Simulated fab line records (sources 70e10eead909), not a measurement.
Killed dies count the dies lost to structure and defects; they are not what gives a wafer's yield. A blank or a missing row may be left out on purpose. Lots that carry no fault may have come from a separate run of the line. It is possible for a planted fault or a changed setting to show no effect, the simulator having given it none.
Which of the tools did it?	flow nand_harc	Sampling: 24 lots, 72 wafers, 6 of 1302 route steps

WHAT THE GAUGES SHOWED, per wafer
The record holds no reading of a measuring or inspecting step that can be judged against a usual standard deviation.

WHAT TOOL EACH LOT RAN ON (gives the tool, then ch and the chambers of the sampled wafers, and finally the start)
lot	NHARC_A_STAIRCASE_TRIM_200	NHARC_A_STAIRCASE_ETCH_203	NHARC_A_STAIRCASE_DESCUM_219	NHARC_A_STAIRCASE_ETCH_221	NHARC_A_STAIRCASE_ETCH_225	NHARC_A_STAIRCASE_TRIM_229
L077	rie_diel-10 ch 1,3, day 16 21:21 or earlier	rie_diel-10 ch 0,1,2, day 16 21:21 or earlier	rie_diel-13 ch 2,3, day 16 21:21	rie_diel-13 ch 0,1,2, day 16 22:47 or earlier	rie_diel-13 ch 0,2,3, day 16 22:47 or earlier	rie_diel-10 ch 0,1,2, day 16 22:47
L075	rie_diel-13 ch 2,3, day 16 21:50 or earlier	rie_diel-13 ch 0,1,3, day 16 21:50 or earlier	rie_diel-10 ch 1,2, day 16 21:50	rie_diel-10 ch 0,2, day 16 23:13 or earlier	rie_diel-10 ch 0,3, day 16 23:13 or earlier	rie_diel-13 ch 0,1,3, day 16 23:13
L074	rie_diel-10 ch 1,2, day 16 22:06 or earlier	rie_diel-10 ch 0,1,3, day 16 22:06 or earlier	rie_diel-10 ch 0,3, day 16 22:06	rie_diel-10 ch 0,1,2, day 16 23:37 or earlier	rie_diel-10 ch 1,2, day 16 23:37 or earlier	rie_diel-04 ch 0,1,2, day 16 23:37
L076	rie_diel-04 ch 0,2, day 17 05:08 or earlier	rie_diel-04 ch 1,2, day 17 05:08 or earlier	rie_diel-04 ch 0,2,3, day 17 05:08	rie_diel-04 ch 0,2, day 17 06:16 or earlier	rie_diel-04 ch 1,2,3, day 17 06:16 or earlier	rie_diel-10 ch 2,3, day 17 06:16
L079	rie_diel-04 ch 1,3, day 17 21:56 or earlier	rie_diel-04 ch 0,1,3, day 17 21:56 or earlier	rie_diel-04 ch 0,1,3, day 17 21:56	rie_diel-04 ch 0,3, day 17 23:33 or earlier	rie_diel-04 ch 1,3, day 17 23:33 or earlier	rie_diel-13 ch 0,1,3, day 17 23:33
L078	rie_diel-13 ch 1,2,3, day 18 00:21 or earlier	rie_diel-13 ch 0,2,3, day 18 00:21 or earlier	rie_diel-13 ch 0,1,2, day 18 00:21	rie_diel-13 ch 0,1,2, day 18 01:33 or earlier	rie_diel-13 ch 0,2,3, day 18 01:33 or earlier	rie_diel-13 ch 0,1,3, day 18 01:33
L080	rie_diel-04 ch 0,1,3, day 18 18:16 or earlier	rie_diel-04 ch 0,2,3, day 18 18:16 or earlier	rie_diel-13 ch 1,2, day 18 18:16	rie_diel-13 ch 0,1,3, day 18 19:54 or earlier	rie_diel-13 ch 1,3, day 18 19:54 or earlier	rie_diel-04 ch 0,1, day 18 19:54
L081	rie_diel-13 ch 1,2, day 18 18:30 or earlier	rie_diel-13 ch 0,1,2, day 18 18:30 or earlier	rie_diel-04 ch 0,1, day 18 18:30	rie_diel-04 ch 0,1, day 18 19:47 or earlier	rie_diel-04 ch 0,1,3, day 18 19:47 or earlier	rie_diel-13 ch 0,3, day 18 19:47
L083	rie_diel-04 ch 2,3, day 19 08:17 or earlier	rie_diel-04 ch 0,1,2, day 19 08:17 or earlier	rie_diel-13 ch 0,2,3, day 19 08:17	rie_diel-13 ch 0,1, day 19 09:26 or earlier	rie_diel-13 ch 0,1,2, day 19 09:26 or earlier	rie_diel-13 ch 0,1,2, day 19 09:26
L082	rie_diel-13 ch 1,3, day 19 08:48 or earlier	rie_diel-13 ch 1,2,3, day 19 08:48 or earlier	rie_diel-10 ch 2,3, day 19 08:48	rie_diel-10 ch 2,3, day 19 09:56 or earlier	rie_diel-10 ch 0,1,2, day 19 09:56 or earlier	rie_diel-04 ch 0,1,3, day 19 09:56
L084	rie_diel-13 ch 1,2,3, day 20 13:25 or earlier	rie_diel-13 ch 1,2, day 20 13:25 or earlier	rie_diel-04 ch 2,3, day 20 13:25	rie_diel-04 ch 1,3, day 20 14:31 or earlier	rie_diel-04 ch 1,2,3, day 20 14:31 or earlier	rie_diel-10 ch 0,3, day 20 14:31
L085	rie_diel-10 ch 0,2,3, day 20 18:57 or earlier	rie_diel-10 ch 0,1,2, day 20 18:57 or earlier	rie_diel-10 ch 0,1,3, day 20 18:57	rie_diel-10 ch 2,3, day 20 20:05 or earlier	rie_diel-10 ch 0,1,2, day 20 20:05 or earlier	rie_diel-10 ch 0,1,3, day 20 20:05
L086	rie_diel-04 ch 0,3, day 20 19:43 or earlier	rie_diel-04 ch 0,1,2, day 20 19:43 or earlier	rie_diel-04 ch 1,3, day 20 19:43	rie_diel-04 ch 0,3, day 20 20:56 or earlier	rie_diel-04 ch 0,1,3, day 20 20:56 or earlier	rie_diel-10 ch 1,2,3, day 20 20:56
L088	rie_diel-13 ch 0,1,2, day 21 18:45 or earlier	rie_diel-13 ch 0,1, day 21 18:45 or earlier	rie_diel-13 ch 1,3, day 21 18:45	rie_diel-13 ch 0,1,2, day 21 19:53 or earlier	rie_diel-13 ch 0,1,3, day 21 19:53 or earlier	rie_diel-13 ch 1,2,3, day 21 19:53
L087	rie_diel-10 ch 0,1,3, day 21 21:04 or earlier	rie_diel-10 ch 0,3, day 21 21:04 or earlier	rie_diel-10 ch 0,2,3, day 21 21:04	rie_diel-10 ch 1,2,3, day 21 22:39 or earlier	rie_diel-10 ch 2,3, day 21 22:39 or earlier	rie_diel-13 ch 1,2, day 21 22:39
L089	rie_diel-04 ch 0,1, day 21 23:47 or earlier	rie_diel-04 ch 0,2, day 21 23:47 or earlier	rie_diel-13 ch 0,1,3, day 21 23:47	rie_diel-13 ch 1,3, day 22 00:53 or earlier	rie_diel-13 ch 0,2,3, day 22 00:53 or earlier	rie_diel-10 ch 1,2,3, day 22 00:53
L090	rie_diel-13 ch 2,3, day 22 18:12 or earlier	rie_diel-13 ch 1,3, day 22 18:12 or earlier	rie_diel-10 ch 0,2,3, day 22 18:12	rie_diel-10 ch 2,3, day 22 19:55 or earlier	rie_diel-10 ch 1,2,3, day 22 19:55 or earlier	rie_diel-10 ch 2,3, day 22 19:55
L091	rie_diel-13 ch 1,2,3, day 22 19:30 or earlier	rie_diel-13 ch 0,2, day 22 19:30 or earlier	rie_diel-04 ch 1,3, day 22 19:30	rie_diel-04 ch 1,2,3, day 22 20:53 or earlier	rie_diel-04 ch 0,1,2, day 22 20:53 or earlier	rie_diel-10 ch 1,3, day 22 20:53
L092	rie_diel-10 ch 0,2,3, day 23 02:55 or earlier	rie_diel-10 ch 0,1,3, day 23 02:55 or earlier	rie_diel-13 ch 0,1,2, day 23 02:55	rie_diel-13 ch 1,3, day 23 04:11 or earlier	rie_diel-13 ch 0,1, day 23 04:11 or earlier	rie_diel-13 ch 1,2,3, day 23 04:11
L093	rie_diel-10 ch 0,1,2, day 23 20:37 or earlier	rie_diel-10 ch 1,2,3, day 23 20:37 or earlier	rie_diel-04 ch 1,2,3, day 23 20:37	rie_diel-04 ch 0,2,3, day 23 22:04 or earlier	rie_diel-04 ch 1,2,3, day 23 22:04 or earlier	rie_diel-04 ch 0,1,3, day 23 22:04
L094	rie_diel-13 ch 0,3, day 24 06:58 or earlier	rie_diel-13 ch 0,1,3, day 24 06:58 or earlier	rie_diel-04 ch 2,3, day 24 06:58	rie_diel-04 ch 2,3, day 24 08:04 or earlier	rie_diel-04 ch 1,2,3, day 24 08:04 or earlier	rie_diel-10 ch 2,3, day 24 08:04
L096	rie_diel-13 ch 0,1,3, day 25 03:44 or earlier	rie_diel-13 ch 1,2,3, day 25 03:44 or earlier	rie_diel-04 ch 0,2,3, day 25 03:44	rie_diel-04 ch 1,2, day 25 05:08 or earlier	rie_diel-04 ch 0,1,2, day 25 05:08 or earlier	rie_diel-04 ch 1,2,3, day 25 05:08
L095	rie_diel-10 ch 1,2,3, day 25 06:14 or earlier	rie_diel-10 ch 0,1,2, day 25 06:14 or earlier	rie_diel-13 ch 0,2,3, day 25 06:14	rie_diel-13 ch 0,2,3, day 25 07:22 or earlier	rie_diel-13 ch 0,2,3, day 25 07:22 or earlier	rie_diel-04 ch 0,1,2, day 25 07:22
L097	rie_diel-10 ch 0,1,3, day 25 11:33 or earlier	rie_diel-10 ch 0,1,2, day 25 11:33 or earlier	rie_diel-04 ch 0,1,3, day 25 11:33	rie_diel-04 ch 0,1,2, day 25 12:40 or earlier	rie_diel-04 ch 1,2,3, day 25 12:40 or earlier	rie_diel-04 ch 1,2,3, day 25 12:40
- NHARC_A_STAIRCASE_TRIM_200: chemistry O2, time 211.2 s.
- NHARC_A_STAIRCASE_ETCH_203: etches the open film in C4F8/O2, target depth 100 nm, time 40.5 s.
- NHARC_A_STAIRCASE_DESCUM_219: chemistry O2, time 3 s.
- NHARC_A_STAIRCASE_ETCH_221: etches the open film in C4F8/O2, target depth 100 nm, time 40.5 s.
- NHARC_A_STAIRCASE_ETCH_225: etches the open film in C4F8/O2, target depth 100 nm, time 40.5 s.
- NHARC_A_STAIRCASE_TRIM_229: chemistry O2, time 211.2 s.

AS READ BY THE TOOLS THEMSELVES (means over the sampled wafers that have a number; for cases with no such wafer, the mark the record gives instead)
NHARC_A_STAIRCASE_TRIM_200. Usual: drypump_motor_current_A 5.7 A, standard deviation 0.6; oes_product_au 1.000 a.u., standard deviation 0.014; rf_vpp_V 57.7 V, standard deviation 0.83; showerhead_plenum_p_Torr 3.49 Torr, standard deviation 0.13; throttle_valve_pct 17.036 %, standard deviation 0.009.
lot	tool	drypump_motor_current_A (A)	oes_product_au (a.u.)	rf_vpp_V (V)	showerhead_plenum_p_Torr (Torr)	throttle_valve_pct (%)	flag
L077	rie_diel-10	5.2	1.006	58.7	3.47	17.046	
L075	rie_diel-13	6.1	1.007	58.4	3.47	17.043	
L074	rie_diel-10	5.5	1.002	57.1	3.42	17.034	
L076	rie_diel-04	5.4	1.003	57.7	3.69	17.034	
L079	rie_diel-04	5.5	0.989	58.2	3.48	17.035	
L078	rie_diel-13	5.8	1.011	57.8	3.46	17.033	
L080	rie_diel-04	5.2	0.985	57.8	3.54	17.031	
L081	rie_diel-13	5.5	1.008	57.3	3.45	17.032	
L083	rie_diel-04	6.1	0.986	56.5	3.56	17.027	
L082	rie_diel-13	6.3	0.998	58.6	3.51	17.031	
L084	rie_diel-13	5.8	1.004	57.6	3.44	17.044	
L085	rie_diel-10	6.0	0.992	57.8	3.58	17.033	
L086	rie_diel-04	5.6	0.978	57.8	3.53	17.050	
L088	rie_diel-13	5.6	1.026	57.1	3.38	17.036	
L087	rie_diel-10	5.6	0.986	58.0	3.47	17.045	
L089	rie_diel-04	4.8	0.996	56.9	3.53	17.036	
L090	rie_diel-13	6.1	1.001	58.0	3.44	17.043	
L091	rie_diel-13	5.8	1.010	58.4	3.43	17.032	
L092	rie_diel-10	6.0	0.992	57.6	3.57	17.030	
L093	rie_diel-10	5.9	0.990	57.8	3.59	17.037	
L094	rie_diel-13	6.1	1.005	56.9	3.39	17.042	
L096	rie_diel-13	6.1	1.009	58.1	3.43	17.035	
L095	rie_diel-10	5.6	0.991	57.6	3.54	17.034	
L097	rie_diel-10	5.6	0.984	57.1	3.45	17.035	

NHARC_A_STAIRCASE_ETCH_203. Usual: oes_product_au 0.943 a.u., standard deviation 0.012; rf_vpp_V 895 V, standard deviation 4.9.
lot	tool	oes_product_au (a.u.)	rf_vpp_V (V)	flag
L077	rie_diel-10	0.933	893	
L075	rie_diel-13	0.949	894	
L074	rie_diel-10	0.952	894	
L076	rie_diel-04	0.945	900	
L079	rie_diel-04	0.939	896	
L078	rie_diel-13	0.948	892	
L080	rie_diel-04	0.938	899	
L081	rie_diel-13	0.958	890	
L083	rie_diel-04	0.940	899	
L082	rie_diel-13	0.952	894	
L084	rie_diel-13	0.946	893	
L085	rie_diel-10	0.937	899	
L086	rie_diel-04	0.951	899	
L088	rie_diel-13	0.962	892	
L087	rie_diel-10	0.925	895	
L089	rie_diel-04	0.944	902	
L090	rie_diel-13	0.946	894	
L091	rie_diel-13	0.958	889	
L092	rie_diel-10	0.929	894	
L093	rie_diel-10	0.941	896	
L094	rie_diel-13	0.949	892	
L096	rie_diel-13	0.946	892	
L095	rie_diel-10	0.927	898	
L097	rie_diel-10	0.936	899	

NHARC_A_STAIRCASE_DESCUM_219. Usual: drypump_motor_current_A 5.6 A, standard deviation 0.61; oes_product_au 1.002 a.u., standard deviation 0.012; rf_vpp_V 57.8 V, standard deviation 0.88; showerhead_plenum_p_Torr 1.90 Torr, standard deviation 0.076; throttle_valve_pct 11.312 %, standard deviation 0.0081.
lot	tool	drypump_motor_current_A (A)	oes_product_au (a.u.)	rf_vpp_V (V)	showerhead_plenum_p_Torr (Torr)	throttle_valve_pct (%)	flag
L077	rie_diel-13	5.6	1.003	57.4	1.85	11.314	
L075	rie_diel-10	5.5	1.001	58.3	1.85	11.314	
L074	rie_diel-10	5.6	0.999	57.8	1.87	11.312	
L076	rie_diel-04	5.7	1.003	59.0	1.97	11.306	
L079	rie_diel-04	5.2	0.995	59.3	1.92	11.310	
L078	rie_diel-13	5.6	1.013	57.4	1.84	11.313	
L080	rie_diel-13	5.3	1.022	56.4	1.83	11.311	
L081	rie_diel-04	4.8	0.991	58.3	1.95	11.314	
L083	rie_diel-13	5.8	1.004	57.6	1.84	11.304	
L082	rie_diel-10	5.6	0.999	58.8	1.93	11.316	
L084	rie_diel-04	6.1	0.993	57.9	1.93	11.316	
L085	rie_diel-10	5.6	0.993	57.8	1.88	11.311	
L086	rie_diel-04	5.5	0.991	58.7	1.88	11.304	
L088	rie_diel-13	6.0	1.004	57.6	1.89	11.316	
L087	rie_diel-10	6.0	0.989	58.8	1.94	11.312	
L089	rie_diel-13	6.1	1.014	56.8	1.87	11.314	
L090	rie_diel-10	5.9	0.990	58.0	1.94	11.314	
L091	rie_diel-04	5.2	0.990	57.1	1.88	11.315	
L092	rie_diel-13	5.6	1.018	57.9	1.83	11.312	
L093	rie_diel-04	5.7	1.005	57.6	1.92	11.313	
L094	rie_diel-04	6.0	1.001	58.0	1.92	11.316	
L096	rie_diel-04	5.7	1.007	57.6	1.96	11.309	
L095	rie_diel-13	5.9	1.004	57.4	1.83	11.315	
L097	rie_diel-04	5.2	0.995	57.2	1.91	11.310	

NHARC_A_STAIRCASE_ETCH_221. Usual: oes_product_au 0.942 a.u., standard deviation 0.016; rf_vpp_V 895 V, standard deviation 4.7.
lot	tool	oes_product_au (a.u.)	rf_vpp_V (V)	flag
L077	rie_diel-13	0.939	892	
L075	rie_diel-10	0.939	890	
L074	rie_diel-10	0.937	892	
L076	rie_diel-04	0.925	902	
L079	rie_diel-04	0.938	896	
L078	rie_diel-13	0.940	892	
L080	rie_diel-13	0.958	893	
L081	rie_diel-04	0.939	897	
L083	rie_diel-13	0.958	892	
L082	rie_diel-10	0.940	897	
L084	rie_diel-04	0.913	894	
L085	rie_diel-10	0.943	901	
L086	rie_diel-04	0.931	898	
L088	rie_diel-13	0.973	891	
L087	rie_diel-10	0.935	897	
L089	rie_diel-13	0.955	895	
L090	rie_diel-10	0.928	897	
L091	rie_diel-04	0.928	896	
L092	rie_diel-13	0.947	894	
L093	rie_diel-04	0.932	899	
L094	rie_diel-04	0.942	899	
L096	rie_diel-04	0.944	898	
L095	rie_diel-13	0.958	891	
L097	rie_diel-04	0.958	898	

NHARC_A_STAIRCASE_ETCH_225. Usual: oes_product_au 0.940 a.u., standard deviation 0.014; rf_vpp_V 895 V, standard deviation 4.6.
lot	tool	oes_product_au (a.u.)	rf_vpp_V (V)	flag
L077	rie_diel-13	0.944	892	
L075	rie_diel-10	0.942	894	
L074	rie_diel-10	0.940	890	
L076	rie_diel-04	0.934	898	
L079	rie_diel-04	0.926	894	
L078	rie_diel-13	0.939	892	
L080	rie_diel-13	0.927	896	
L081	rie_diel-04	0.924	896	
L083	rie_diel-13	0.956	892	
L082	rie_diel-10	0.935	898	
L084	rie_diel-04	0.936	897	
L085	rie_diel-10	0.930	898	
L086	rie_diel-04	0.934	896	
L088	rie_diel-13	0.959	892	
L087	rie_diel-10	0.920	896	
L089	rie_diel-13	0.947	890	
L090	rie_diel-10	0.928	897	
L091	rie_diel-04	0.935	899	
L092	rie_diel-13	0.942	891	
L093	rie_diel-04	0.942	896	
L094	rie_diel-04	0.940	896	
L096	rie_diel-04	0.948	899	
L095	rie_diel-13	0.951	891	
L097	rie_diel-04	0.953	896	

NHARC_A_STAIRCASE_TRIM_229. Usual: drypump_motor_current_A 5.7 A, standard deviation 0.61; oes_product_au 1.001 a.u., standard deviation 0.014; rf_vpp_V 57.8 V, standard deviation 0.87; showerhead_plenum_p_Torr 3.51 Torr, standard deviation 0.14; throttle_valve_pct 17.037 %, standard deviation 0.0081.
lot	tool	drypump_motor_current_A (A)	oes_product_au (a.u.)	rf_vpp_V (V)	showerhead_plenum_p_Torr (Torr)	throttle_valve_pct (%)	flag
L077	rie_diel-10	5.9	0.997	58.1	3.44	17.035	
L075	rie_diel-13	6.1	1.015	57.3	3.47	17.036	
L074	rie_diel-04	5.3	1.003	58.2	3.63	17.032	
L076	rie_diel-10	5.6	1.001	57.4	3.38	17.039	
L079	rie_diel-13	6.1	1.005	58.1	3.47	17.047	
L078	rie_diel-13	6.1	1.012	57.7	3.46	17.037	
L080	rie_diel-04	4.9	0.987	57.5	3.60	17.034	
L081	rie_diel-13	6.4	0.996	58.1	3.47	17.038	
L083	rie_diel-13	5.6	1.014	57.9	3.40	17.040	
L082	rie_diel-04	5.2	0.988	57.6	3.54	17.037	
L084	rie_diel-10	6.0	0.981	58.7	3.48	17.041	
L085	rie_diel-10	5.5	0.991	58.1	3.47	17.039	
L086	rie_diel-10	5.6	0.988	57.5	3.56	17.041	
L088	rie_diel-13	5.8	1.014	57.5	3.44	17.039	
L087	rie_diel-13	5.3	1.022	57.1	3.37	17.041	
L089	rie_diel-10	5.6	1.003	57.3	3.56	17.033	
L090	rie_diel-10	6.0	0.995	57.9	3.66	17.035	
L091	rie_diel-10	5.2	0.987	57.4	3.42	17.033	
L092	rie_diel-13	5.8	1.016	57.2	3.43	17.032	
L093	rie_diel-04	5.2	1.007	57.3	3.52	17.038	
L094	rie_diel-10	5.6	0.996	57.3	3.52	17.044	
L096	rie_diel-04	5.7	1.006	57.7	3.54	17.039	
L095	rie_diel-04	5.3	1.006	58.0	3.60	17.037	
L097	rie_diel-04	5.7	1.003	58.0	3.53	17.035	

THE ANSWER, worked out from the rows above alone
Rule: lot off if the mean of its wafers having a number is beyond 3 standard deviations from the usual mean. A lot without any number at a reading at which 4 lots or more have one is off too. The other lots that the step has rows for count as sound. After the gauges, taken in route order, come the tools' own readings; for these a lot's mean is taken, as printed above. The first step at which some lot is off is used, and at that step the reading that is off furthest; a lot without a number counts as furthest.
Across all readings shown, no lot is off: no conclusion can be drawn from this.

WHAT THE SIMULATOR HAD INSERTED
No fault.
